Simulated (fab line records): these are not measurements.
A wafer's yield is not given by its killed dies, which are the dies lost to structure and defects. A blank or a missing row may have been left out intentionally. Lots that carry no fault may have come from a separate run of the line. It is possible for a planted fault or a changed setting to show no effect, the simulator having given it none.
fab line records -- flow n5-finfet -- part 1 of 2: steps 1 to 18 of 28
[record] lots = 5, wafers = 15, last-day = 18
route steps=1938 shown FIN_CUT@171 STI_FIN_REVEAL@183
lots that met no fault: taken from a fault-free run of the same line
start-h: hours from the record's opening day to when the first of the lot's shown wafers began -- wait-h: hours since the lot's step before -- " identical to the entry in the row above -- L1.1+2: several wafers, shown together as one row -- - value missing, or start not given -- * or withheld: withheld -- < > ~ a bound
route shown NAME@n: a module of which the file shows steps, and the number in the route of the first -- usual: mean/standard deviation taken from wafers without a fault -- same: alike in all rows -- chamber/n: place in a boat -- sites: readings site by site -- _std_site: standard deviation across them -- _edge_site: the outer-site mean with the inner-site mean subtracted -- radius-mm: for every site, how far away it sits from the centre of the wafer -- mask NAME#n: copy n -- behind: tool/chamber where the wafer was last shaped -- hold: what put the lot on hold/how long, in hours/how the hold closed -- device: the n, p or np transistor that did not switch -- end of line: at the end of the route, the tests of the same wafers -- step lacking rows: just its recipe -- killed: at the first sort, the dies lost to defects and structure; wafer yield is something else -- map: a wafer's dies, x killed, . not, _ none there
set.NAME: the run value of the setting; set.NAME@STEP: its run value at that earlier step -- model.NAME: the simulator's own value behind a step, which no gauge read
lots at selected steps of the route; one table per step, one row per wafer
services: when a tool's chamber went out of use (start-h, in hours from the record's first day, below 0 if earlier), for how many hours, and the reason
[[steps]]
[step N5_FIN_CUT_STRIP_31]
[recipe] chemistry = N2/H2, temp-c = 40, n2-flow-sccm = 200, h2-flow-sccm = 200, rf-frequency-hz = 6e+07
lot.wafer,tool,chamber,start-h,wait-h
L075.1+4+6,rie-diel-03,"2,3,2",33.61,0.0
L076.2+3+6,rie-diel-02,"1,3,0",40.10,0.0
L083.1+4+6,rie-diel-03,"1,0,1",81.64,0.0
L087.3+4+5,rie-diel-02,"1,1,0",107.61,0.0
L092.1+2+3,rie-diel-03,"3,0,2",137.23,0.0
[step N5_FIN_CUT_STRIP_24]
[recipe] chemistry = CF4, resist = SiARC, power-w = 300, bias-power-w = 75, pressure-mtorr = 50, cf4-flow-sccm = 150, rf-frequency-hz = 6e+07
[usual] drypump-motor-current-A = 5.7/0.37, oes-product-au = 0.75/0.05, rf-vpp-V = 271.1/1.5, showerhead-plenum-p-Torr = 1.79/0.051, throttle-valve-pct = 13.79/0.2
lot.wafer,tool,chamber,start-h,wait-h,drypump-motor-current-A,oes-product-au,rf-hours-counter-h,rf-vpp-V,showerhead-plenum-p-Torr,throttle-valve-pct
L075.1,rie-diel-03,2,33.62,0.0,5.4,0.79,98,270.3,1.81,13.76
L075.4,rie-diel-03,3,33.62,0.0,5.5,0.77,151,270.0,1.80,13.88
L075.6,rie-diel-03,2,33.62,0.0,5.3,0.79,-,272.6,1.81,13.74
L076.2,rie-diel-02,1,40.11,0.0,5.6,0.75,143,272.7,1.86,13.68
L076.3,rie-diel-02,3,40.11,0.0,5.0,0.69,233,269.0,1.71,14.08
L076.6,rie-diel-02,0,40.11,0.0,5.8,0.92,-,270.8,1.78,13.18
L083.1,rie-diel-03,1,81.65,0.0,5.9,0.71,226,268.5,1.69,13.99
L083.4,rie-diel-03,0,81.65,0.0,5.4,0.75,149,272.5,1.79,13.59
L083.6,rie-diel-03,1,81.65,0.0,5.9,0.70,-,268.5,1.69,13.99
L087.3,rie-diel-02,1,107.62,0.0,5.6,0.74,164,272.2,1.86,13.72
L087.4,rie-diel-02,1,107.62,0.0,5.6,0.74,-,273.5,1.86,13.73
L087.5,rie-diel-02,0,107.62,0.0,5.8,0.88,-,269.4,1.77,13.23
L092.1,rie-diel-03,3,137.24,0.0,5.5,0.74,183,270.2,1.79,13.95
L092.2,rie-diel-03,0,137.24,0.0,5.4,0.75,166,273.1,1.78,13.63
L092.3,rie-diel-03,2,137.24,0.0,5.4,0.76,131,270.0,1.80,13.85
[step N5_FIN_CUT_CUT_ETCH_26]
[recipe] chemistry = CH3F/O2, target = SiNx, target-depth-a = 390, mask-material = SOC, time-s = 55.7, pressure-mtorr = 30, source-w = 395, bias-w = 73, Ar_flow_sccm = 150, CH3F_flow_sccm = 30, O2_flow_sccm = 20, ion-energy-ev = 120
[usual] drypump-motor-current-A = 5.7/0.37, oes_o_777_au = 0.77/0.052, oes-product-au = 0.76/0.051, rf-vpp-V = 298/3.8, showerhead-plenum-p-Torr = 1.99/0.059, throttle-valve-pct = 16.55/0.21
lot.wafer,tool,chamber,start-h,wait-h,drypump-motor-current-A,oes_o_777_au,oes-product-au,rf-hours-counter-h,rf-vpp-V,showerhead-plenum-p-Torr,throttle-valve-pct
L075.1,rie-diel-03,2,33.64,0.0,5.3,0.81,0.81,98,297,2.01,16.54
L075.4,rie-diel-03,3,33.64,0.0,5.5,0.78,0.77,151,293,2.00,16.65
L075.6,rie-diel-03,2,33.64,0.0,5.3,0.80,0.81,-,298,2.01,16.54
L076.2,rie-diel-02,1,40.13,0.0,5.6,0.74,0.75,143,301,2.09,16.49
L076.3,rie-diel-02,3,40.13,0.0,5.0,0.70,0.69,233,301,1.91,16.91
L076.6,rie-diel-02,0,40.13,0.0,5.8,0.94,0.94,-,299,1.97,15.91
L083.1,rie-diel-03,1,81.67,0.0,5.9,0.71,0.72,226,303,1.88,16.73
L083.4,rie-diel-03,0,81.67,0.0,5.4,0.78,0.77,149,301,2.01,16.45
L083.6,rie-diel-03,1,81.67,0.0,5.9,0.72,0.72,-,303,1.88,16.73
L087.3,rie-diel-02,1,107.64,0.0,5.6,0.73,0.74,164,301,2.08,16.54
L087.4,rie-diel-02,1,107.64,0.0,5.6,0.72,0.73,-,301,2.08,16.52
L087.5,rie-diel-02,0,107.64,0.0,5.8,0.89,0.89,-,299,1.96,15.94
L092.1,rie-diel-03,3,137.26,0.0,5.5,0.76,0.75,183,293,1.99,16.72
L092.2,rie-diel-03,0,137.26,0.0,5.4,0.77,0.75,166,300,2.01,16.47
L092.3,rie-diel-03,2,137.26,0.0,5.4,0.77,0.78,131,296,2.00,16.59
[step N5_FIN_CUT_CUT_ETCH_27]
[recipe] chemistry = CHF3/O2, target = SiO2, target-depth-a = 40, mask-material = SOC, overetch-a = 20, time-s = 4.9, pressure-mtorr = 30, source-w = 650, bias-w = 170, Ar_flow_sccm = 200, CHF3_flow_sccm = 50, O2_flow_sccm = 5, ion-energy-ev = 200
[usual] drypump-motor-current-A = 5.7/0.36, oes_o_777_au = 0.76/0.054, oes-product-au = 0.60/0.041, rf-vpp-V = 524/6.8, showerhead-plenum-p-Torr = 2.40/0.069, throttle-valve-pct = 19.03/0.22
lot.wafer,tool,chamber,start-h,wait-h,drypump-motor-current-A,oes_o_777_au,oes-product-au,rf-hours-counter-h,rf-vpp-V,showerhead-plenum-p-Torr,throttle-valve-pct
L075.1,rie-diel-03,2,33.68,0.0,5.3,0.80,0.64,98,522,2.42,19.04
L075.4,rie-diel-03,3,33.68,0.0,5.5,0.79,0.62,151,515,2.41,19.14
L075.6,rie-diel-03,2,33.68,0.0,5.3,0.80,0.64,-,522,2.42,19.05
L076.2,rie-diel-02,1,40.18,0.0,5.6,0.75,0.61,143,530,2.51,18.96
L076.3,rie-diel-02,3,40.18,0.0,5.1,0.71,0.56,233,529,2.30,19.35
L076.6,rie-diel-02,0,40.18,0.0,5.8,0.95,0.74,-,527,2.37,18.38
L083.1,rie-diel-03,1,81.72,0.0,5.9,0.71,0.56,226,534,2.28,19.22
L083.4,rie-diel-03,0,81.72,0.0,5.4,0.78,0.60,149,530,2.42,18.91
L083.6,rie-diel-03,1,81.72,0.0,5.9,0.70,0.56,-,533,2.28,19.21
L087.3,rie-diel-02,1,107.69,0.0,5.6,0.73,0.59,164,530,2.50,19.03
L087.4,rie-diel-02,1,107.69,0.0,5.6,0.73,0.59,-,530,2.50,19.02
L087.5,rie-diel-02,0,107.69,0.0,5.8,0.90,0.71,-,527,2.36,18.40
L092.1,rie-diel-03,3,137.31,0.0,5.5,0.77,0.60,183,515,2.40,19.18
L092.2,rie-diel-03,0,137.31,0.0,5.4,0.76,0.60,166,531,2.42,18.96
L092.3,rie-diel-03,2,137.31,0.0,5.3,0.77,0.61,131,521,2.41,19.09
[step N5_FIN_CUT_PRECLEAN_35]
[recipe] time-s = 13.3, temp-c = 45, pressure-torr = 125, p-hf-torr = 3, p-coreactant-torr = 25, chemistry = vHF
[usual] drypump-motor-current-A = 5.4/0.31
lot.wafer,tool,chamber,start-h,wait-h,drypump-motor-current-A
L075.1,vapor-etch-02,0,33.75,0.0,5.1
L075.4,vapor-etch-02,1,33.75,0.0,5.7
L075.6,vapor-etch-02,1,33.75,0.0,5.7
L076.2,vapor-etch-02,1,40.24,0.0,5.7
L076.3,vapor-etch-02,1,40.24,0.0,5.7
L076.6,vapor-etch-02,1,40.24,0.0,5.7
L083.1,vapor-etch-01,0,81.78,0.0,5.7
L083.4,vapor-etch-01,0,81.78,0.0,5.8
L083.6,vapor-etch-01,1,81.78,0.0,5.1
L087.3,vapor-etch-01,1,107.78,0.1,5.1
L087.4,vapor-etch-01,0,107.78,0.1,5.8
L087.5,vapor-etch-01,1,107.78,0.1,5.1
L092.1,vapor-etch-02,0,137.38,0.0,5.0
L092.2,vapor-etch-02,1,137.38,0.0,5.7
L092.3,vapor-etch-02,1,137.38,0.0,5.7
[step N5_FIN_CUT_CUT_ETCH_15]
[recipe] chemistry = HBr/Cl2/O2, target = Si, target-depth-a = 1000, bt-time-s = 10, mask-material = SOC, time-s = 42.4, ion-energy-ev = *, bias-w = *, pressure-mtorr = 10, icp-w = 800, HBr_flow_sccm = 150, Cl2_flow_sccm = 80, O2_flow_sccm = 12
[usual] drypump-motor-current-A = 5.8/0.43, mfc-cl2-sccm = 79.97/0.23, oes_o_777_au = 0.98/0.046, oes-product-au = 1.000/0.014, throttle-valve-pct = 37.03/0.26
lot.wafer,tool,chamber,start-h,wait-h,drypump-motor-current-A,mfc-cl2-sccm,oes_o_777_au,oes-product-au,rf-hours-counter-h,throttle-valve-pct
L075.1,rie-si-01,1,33.83,0.1,5.4,80.03,1.00,1.013,1,37.24
L075.4,rie-si-01,0,33.83,0.1,5.7,80.02,0.95,1.006,26,36.89
L075.6,rie-si-01,1,33.83,0.1,5.4,80.01,1.00,1.020,-,37.22
L076.2,rie-si-03,0,40.33,0.1,5.5,79.95,1.01,1.004,63,37.40
L076.3,rie-si-03,2,40.33,0.1,6.7,80.11,0.94,0.984,2,37.24
L076.6,rie-si-03,1,40.33,0.1,6.0,80.05,0.97,0.994,-,36.73
L083.1,rie-si-03,2,81.87,0.1,6.7,80.06,0.94,0.984,2,37.22
L083.4,rie-si-03,3,81.87,0.1,5.4,79.77,0.93,1.020,180,36.85
L083.6,rie-si-03,1,81.87,0.1,6.0,79.86,0.98,1.008,-,36.74
L087.3,rie-si-03,2,107.84,0.0,6.7,79.74,0.94,0.991,3,37.24
L087.4,rie-si-03,1,107.84,0.0,6.0,80.02,0.97,1.002,193,36.71
L087.5,rie-si-03,1,107.84,0.0,6.0,80.42,0.98,0.994,-,36.72
L092.1,rie-si-03,1,137.46,0.1,6.0,79.87,0.97,1.000,194,36.73
L092.2,rie-si-03,3,137.46,0.1,5.4,80.18,0.94,1.035,181,36.88
L092.3,rie-si-03,2,137.46,0.1,6.7,79.93,0.94,0.991,3,37.24
[step N5_FIN_CUT_CUT_ETCH_28]
[recipe] chemistry = HBr/Cl2/O2, target = Si, target-depth-a = 60, mask-material = SOC, time-s = 2.4, ion-energy-ev = *, bias-w = *, pressure-mtorr = 10, icp-w = 800, HBr_flow_sccm = 150, Cl2_flow_sccm = 80, O2_flow_sccm = 12
[usual] drypump-motor-current-A = 5.8/0.44, mfc-cl2-sccm = 79.98/0.23, oes_o_777_au = 0.98/0.046, oes-product-au = 1.000/0.014, throttle-valve-pct = 37.03/0.26
lot.wafer,tool,chamber,start-h,wait-h,drypump-motor-current-A,mfc-cl2-sccm,oes_o_777_au,oes-product-au,rf-hours-counter-h,throttle-valve-pct
L075.1,rie-si-01,1,33.89,0.0,5.4,79.79,1.00,1.024,1,37.23
L075.4,rie-si-01,0,33.89,0.0,5.7,79.66,0.95,1.009,26,36.89
L075.6,rie-si-01,1,33.89,0.0,5.4,80.04,1.00,1.022,-,37.20
L076.2,rie-si-03,0,40.38,0.0,5.5,79.93,1.01,0.997,63,37.39
L076.3,rie-si-03,2,40.38,0.0,6.7,80.11,0.94,0.986,2,37.23
L076.6,rie-si-03,1,40.38,0.0,6.0,80.19,0.98,0.998,-,36.75
L083.1,rie-si-03,2,81.92,0.0,6.7,80.09,0.94,0.984,2,37.24
L083.4,rie-si-03,3,81.92,0.0,5.4,79.66,0.94,1.024,180,36.87
L083.6,rie-si-03,1,81.92,0.0,6.0,79.81,0.97,0.997,-,36.73
L087.3,rie-si-03,2,107.89,0.0,6.7,80.04,0.94,0.993,3,37.22
L087.4,rie-si-03,1,107.89,0.0,6.0,79.87,0.98,0.999,193,36.72
L087.5,rie-si-03,1,107.89,0.0,6.0,80.31,0.98,0.999,-,36.73
L092.1,rie-si-03,1,137.51,0.0,6.0,79.82,0.98,1.004,194,36.73
L092.2,rie-si-03,3,137.51,0.0,5.4,80.10,0.94,1.022,181,36.88
L092.3,rie-si-03,2,137.51,0.0,6.7,80.30,0.94,0.994,3,37.22
[step N5_FIN_CUT_STRIP_22]
[recipe] chemistry = N2/H2, power-w = 500, temp-c = 40, pressure-mtorr = 50, rf-frequency-hz = 6e+07, overash-fraction = 0.3, bias-power-w = 8, h2-frac = 0.5, n2-flow-sccm = 300, h2-flow-sccm = 300
[usual] drypump-motor-current-A = 5.7/0.35, oes-product-au = 0.77/0.054, rf-vpp-V = 54.1/2.3, showerhead-plenum-p-Torr = 3.35/0.098, throttle-valve-pct = 19.18/0.28
[same] overash-fraction = 0.3
lot.wafer,tool,chamber,start-h,wait-h,drypump-motor-current-A,oes-product-au,rf-hours-counter-h,rf-vpp-V,showerhead-plenum-p-Torr,throttle-valve-pct
L075.1,rie-diel-01,0,34.19,0.3,5.7,0.77,143,57.8,3.38,19.12
L075.4,rie-diel-01,1,34.19,0.3,6.0,0.78,142,49.9,3.37,19.44
L075.6,rie-diel-01,1,34.19,0.3,6.0,0.77,-,55.4,3.37,19.44
L076.2,rie-diel-01,1,40.45,0.0,6.1,0.76,144,54.4,3.37,19.48
L076.3,rie-diel-01,2,40.45,0.0,5.5,0.78,125,54.2,3.52,18.95
L076.6,rie-diel-01,3,40.45,0.0,6.5,0.77,-,57.2,3.24,19.17
L083.1,rie-diel-02,0,82.02,0.1,5.8,0.89,22,54.7,3.31,18.60
L083.4,rie-diel-02,2,82.02,0.1,5.7,0.74,167,53.8,3.35,19.13
L083.6,rie-diel-02,0,82.02,0.1,5.8,0.90,-,51.5,3.31,18.59
L087.3,rie-diel-03,3,108.06,0.1,5.5,0.74,174,53.9,3.33,19.45
L087.4,rie-diel-03,0,108.06,0.1,5.4,0.77,157,54.0,3.37,19.49
L087.5,rie-diel-03,1,108.06,0.1,6.0,0.71,-,56.0,3.18,19.47
L092.1,rie-diel-02,1,137.58,0.0,5.6,0.74,174,55.0,3.49,19.14
L092.2,rie-diel-02,2,137.58,0.0,5.7,0.72,183,57.0,3.34,19.20
L092.3,rie-diel-02,0,137.58,0.0,5.7,0.91,40,52.2,3.30,18.66
[step N5_FIN_CUT_PRECLEAN_36]
[recipe] chemistry = O3/DIW, time-s = 60, temp-c = 22, o3-ppm = 10
lot.wafer,tool,chamber,start-h,wait-h
L075.1+4+6,wet-bench-03,"3,5,7",34.25,-
L076.2+3+6,wet-bench-03,"0,4,2",40.51,-
L083.1+4+6,wet-bench-02,"7,6,0",82.09,-
L087.3+4+5,wet-bench-01,"5,0,6",108.22,-
L092.1+2+3,wet-bench-01,"5,1,4",137.65,-
[step N5_FIN_CUT_SRD_32]
[recipe] dry = ipa-marangoni, time-s = 30, temp-c = 23, rinse-liquid = diw
lot.wafer,tool,chamber,start-h,wait-h
L075.1+4+6,wet-bench-03,"3,5,7",34.27,0.0
L076.2+3+6,wet-bench-03,"0,4,2",40.53,0.0
L083.1+4+6,wet-bench-02,"7,6,0",82.11,0.0
L087.3+4+5,wet-bench-01,"5,0,6",108.24,0.0
L092.1+2+3,wet-bench-01,"5,1,4",137.67,0.0
[step N5_FIN_CUT_UV_OZONE_34]
[recipe] time-s = 120, pressure-torr = 760, temp-c = 25
lot.wafer,tool,chamber,start-h,wait-h
L075.1+4+6,wet-bench-03,"3,5,7",34.29,0.0
L076.2+3+6,wet-bench-03,"0,4,2",40.55,0.0
L083.1+4+6,wet-bench-02,"7,6,0",82.12,0.0
L087.3+4+5,wet-bench-01,"5,0,6",108.26,0.0
L092.1+2+3,wet-bench-01,"5,1,4",137.68,0.0
[step N5_FIN_CUT_INSPECT_17]
[recipe] inspect-instrument = brightfield, mode = aei
[usual] raw-defect-count = 224/61
lot.wafer,tool,chamber,start-h,wait-h,raw-defect-count
L075.1,defect-inspect-01,-,34.35,0.0,156
L075.4,defect-inspect-01,-,34.35,0.0,131
L075.6,defect-inspect-01,-,34.35,0.0,191
L076.2,defect-inspect-01,-,40.61,0.0,195
L076.3,defect-inspect-01,-,40.61,0.0,228
L076.6,defect-inspect-01,-,40.61,0.0,176
L083.1,defect-inspect-01,-,82.18,0.0,344
L083.4,defect-inspect-01,-,82.18,0.0,263
L083.6,defect-inspect-01,-,82.18,0.0,236
L087.3,defect-inspect-02,-,108.32,0.0,182
L087.4,defect-inspect-02,-,108.32,0.0,350
L087.5,defect-inspect-02,-,108.32,0.0,223
L092.1,defect-inspect-02,-,137.74,0.0,316
L092.2,defect-inspect-02,-,137.74,0.0,252
L092.3,defect-inspect-02,-,137.74,0.0,304
[step N5_STI_FIN_REVEAL_ALD_00]
[recipe] material = SiO2, target-thk-a = 10, temp-c = 300, ald-precursor-family = BDEAS, ald-co-reactant = O2-plasma, pulse-time-s = 1, pressure-torr = 2
[usual] chamber-pressure-Torr = 2.000/0.0041, heater-power-w = 478/53, precursor-pulse-height-rel = 1.002/0.02
lot.wafer,tool,chamber,start-h,wait-h,chamber-pressure-Torr,heater-power-w,precursor-pulse-height-rel
L075.1,ald-sin-01,3,34.72,0.4,1.999,572,0.998
L075.4,ald-sin-01,2,34.72,0.4,2.003,471,1.012
L075.6,ald-sin-01,3,34.72,0.4,1.993,565,1.025
L076.2,ald-sin-03,2,40.64,0.0,1.999,448,1.044
L076.3,ald-sin-03,1,40.64,0.0,1.998,558,1.011
L076.6,ald-sin-03,3,40.64,0.0,2.004,428,0.988
L083.1,ald-sin-01,2,82.22,0.0,1.997,467,1.028
L083.4,ald-sin-01,3,82.22,0.0,2.000,568,0.998
L083.6,ald-sin-01,3,82.22,0.0,2.001,573,1.024
L087.3,ald-sin-03,3,108.35,0.0,1.996,428,1.028
L087.4,ald-sin-03,2,108.35,0.0,1.999,460,1.000
L087.5,ald-sin-03,1,108.35,0.0,1.998,569,0.984
L092.1,ald-sin-01,3,137.87,0.1,2.000,555,0.990
L092.2,ald-sin-01,0,137.87,0.1,1.997,529,1.007
L092.3,ald-sin-01,1,137.87,0.1,1.999,498,0.986
[step N5_STI_FIN_REVEAL_ALD_14]
[recipe] material = Si3N4, target-thk-a = 30, temp-c = 400, ald-precursor-family = SiH2I2, ald-co-reactant = N2/H2-plasma, pressure-torr = 2
[usual] chamber-pressure-Torr = 2.000/0.004, heater-power-w = 855/95
lot.wafer,tool,chamber,start-h,wait-h,chamber-pressure-Torr,heater-power-w
L075.1,ald-sin-01,3,34.77,0.0,2.007,1008
L075.4,ald-sin-01,2,34.77,0.0,1.995,819
L075.6,ald-sin-01,3,34.77,0.0,1.993,1026
L076.2,ald-sin-03,2,40.69,0.0,1.998,807
L076.3,ald-sin-03,1,40.69,0.0,2.002,1014
L076.6,ald-sin-03,3,40.69,0.0,2.000,768
L083.1,ald-sin-01,2,82.27,0.0,2.001,834
L083.4,ald-sin-01,3,82.27,0.0,1.996,998
L083.6,ald-sin-01,3,82.27,0.0,1.994,985
L087.3,ald-sin-03,3,108.40,0.0,1.993,752
L087.4,ald-sin-03,2,108.40,0.0,2.001,820
L087.5,ald-sin-03,1,108.40,0.0,1.998,1000
L092.1,ald-sin-01,3,137.92,0.0,2.001,995
L092.2,ald-sin-01,0,137.92,0.0,1.999,939
L092.3,ald-sin-01,1,137.92,0.0,1.999,914
[step N5_STI_FIN_REVEAL_FCVD_FILL_01]
[recipe] material = SiO2_flowable, target-thk-a = 3120, temp-c = 100, pressure-torr = 0.8, rf-w = 2000, time-s = 512.2
[usual] chamber-pressure-Torr = 0.8000/0.0018
lot.wafer,tool,chamber,start-h,wait-h,chamber-pressure-Torr
L075.1,fcvd-01,1,35.00,0.1,0.7997
L075.4,fcvd-01,1,35.00,0.1,0.8016
L075.6,fcvd-01,1,35.00,0.1,0.7994
L076.2,fcvd-02,1,41.13,0.3,0.8005
L076.3,fcvd-02,1,41.13,0.3,0.7974
L076.6,fcvd-02,1,41.13,0.3,0.8008
L083.1,fcvd-02,1,82.51,0.1,0.7981
L083.4,fcvd-02,1,82.51,0.1,0.7961
L083.6,fcvd-02,1,82.51,0.1,0.7988
L087.3,fcvd-02,1,108.84,0.3,0.8012
L087.4,fcvd-02,0,108.84,0.3,0.7993
L087.5,fcvd-02,0,108.84,0.3,0.8019
L092.1,fcvd-02,0,138.15,0.1,0.7967
L092.2,fcvd-02,1,138.15,0.1,0.7992
L092.3,fcvd-02,1,138.15,0.1,0.8013
[step N5_STI_FIN_REVEAL_DENSIFY_02]
[recipe] temp-c = 650, ambient = steam, time-s = 1800, idle-temp-c = 400, densification-p-h2o-torr = 640
[usual] tube_center_temp_C_max = 651.71/0.27, zone-power-centre-pct = 9.2/0.92
lot.wafer,tool,chamber,start-h,wait-h,tube_center_temp_C_max,zone-power-centre-pct
L075.1,furnace-01,0,35.64,0.4,651.65,10.9
L075.4,furnace-01,0,35.64,0.4,651.73,11.3
L075.6,furnace-01,0,35.64,0.4,651.72,10.8
L076.2,furnace-01,0,42.17,0.8,651.99,11.0
L076.3,furnace-01,0,42.17,0.8,651.93,10.9
L076.6,furnace-01,0,42.17,0.8,651.31,11.0
L083.1,furnace-02,0,83.14,0.4,651.73,8.7
L083.4,furnace-02,0,83.14,0.4,651.44,8.9
L083.6,furnace-02,0,83.14,0.4,651.71,8.8
L087.3,furnace-02,0,109.27,0.2,652.64,8.7
L087.4,furnace-02,0,109.27,0.2,651.47,8.9
L087.5,furnace-02,0,109.27,0.2,651.71,8.7
L092.1,furnace-03,0,138.79,0.4,651.92,8.7
L092.2,furnace-03,0,138.79,0.4,651.68,8.7
L092.3,furnace-03,0,138.79,0.4,651.63,8.6
[step N5_STI_FIN_REVEAL_CMP_04]
[recipe] stop-on = Si3N4, t-overpolish-s = 4, down-force-psi = 2, platen-rpm = 54.18, post-cmp-clean = alkaline-brush, pad-velocity-m-s = 1.078, target-thk-nm = 131.83
[usual] edge-zone-pressure-frac = 1.000/0.0048, motor-current-A = 8.1/1.1, overpolish-run-s = 4.001/0.0095, time-to-endpoint-s = 106/5.9
lot.wafer,tool,chamber,start-h,wait-h,edge-zone-pressure-frac,motor-current-A,overpolish-run-s,time-to-endpoint-s
L075.1,cmp-03,3,39.82,0.0,0.995,6.5,4.021,105
L075.4,cmp-03,0,39.82,0.0,1.001,10.9,4.006,102
L075.6,cmp-03,0,39.82,0.0,0.997,9.7,4.004,102
L076.2,cmp-04,3,46.33,0.0,1.001,8.7,4.007,116
L076.3,cmp-04,2,46.33,0.0,1.000,7.5,4.021,113
L076.6,cmp-04,3,46.33,0.0,0.995,8.4,4.001,119
L083.4,cmp-02,0,87.32,0.0,0.999,8.3,4.022,108
L083.1,cmp-02,2,87.32,0.0,1.005,7.9,3.989,107
L083.6,cmp-02,1,87.32,0.0,0.996,7.2,3.994,112
L087.3,cmp-04,3,113.44,0.0,0.998,9.5,3.997,103
L087.4,cmp-04,1,113.44,0.0,0.999,8.0,3.988,102
L087.5,cmp-04,3,113.44,0.0,0.998,8.5,3.993,102
L092.2,cmp-02,3,142.95,0.0,1.000,8.1,3.997,96
L092.3,cmp-02,0,142.95,0.0,1.005,8.9,4.013,97
L092.1,cmp-02,1,142.95,0.0,0.992,7.2,4.004,98
[step N5_STI_FIN_REVEAL_THK_MEAS_05]
[usual] thk-nm = 131.9/1.1
lot.wafer,tool,chamber,start-h,wait-h,thk-nm
L075.1,film-metro-01,-,40.11,-,131.7
L075.4,film-metro-01,-,40.11,-,131.3
L075.6,film-metro-01,-,40.11,-,131.5
L076.2,film-metro-01,-,46.63,-,130.3
L076.3,film-metro-01,-,46.63,-,128.7
L076.6,film-metro-01,-,46.63,-,131.3
L083.1,film-metro-02,-,87.61,-,130.8
L083.4,film-metro-02,-,87.61,-,132.9
L083.6,film-metro-02,-,87.61,-,133.1
L087.3,film-metro-01,-,113.74,-,131.3
L087.4,film-metro-01,-,113.74,-,131.3
L087.5,film-metro-01,-,113.74,-,132.6
L092.1,film-metro-02,-,143.25,-,132.0
L092.2,film-metro-02,-,143.25,-,131.0
L092.3,film-metro-02,-,143.25,-,131.4
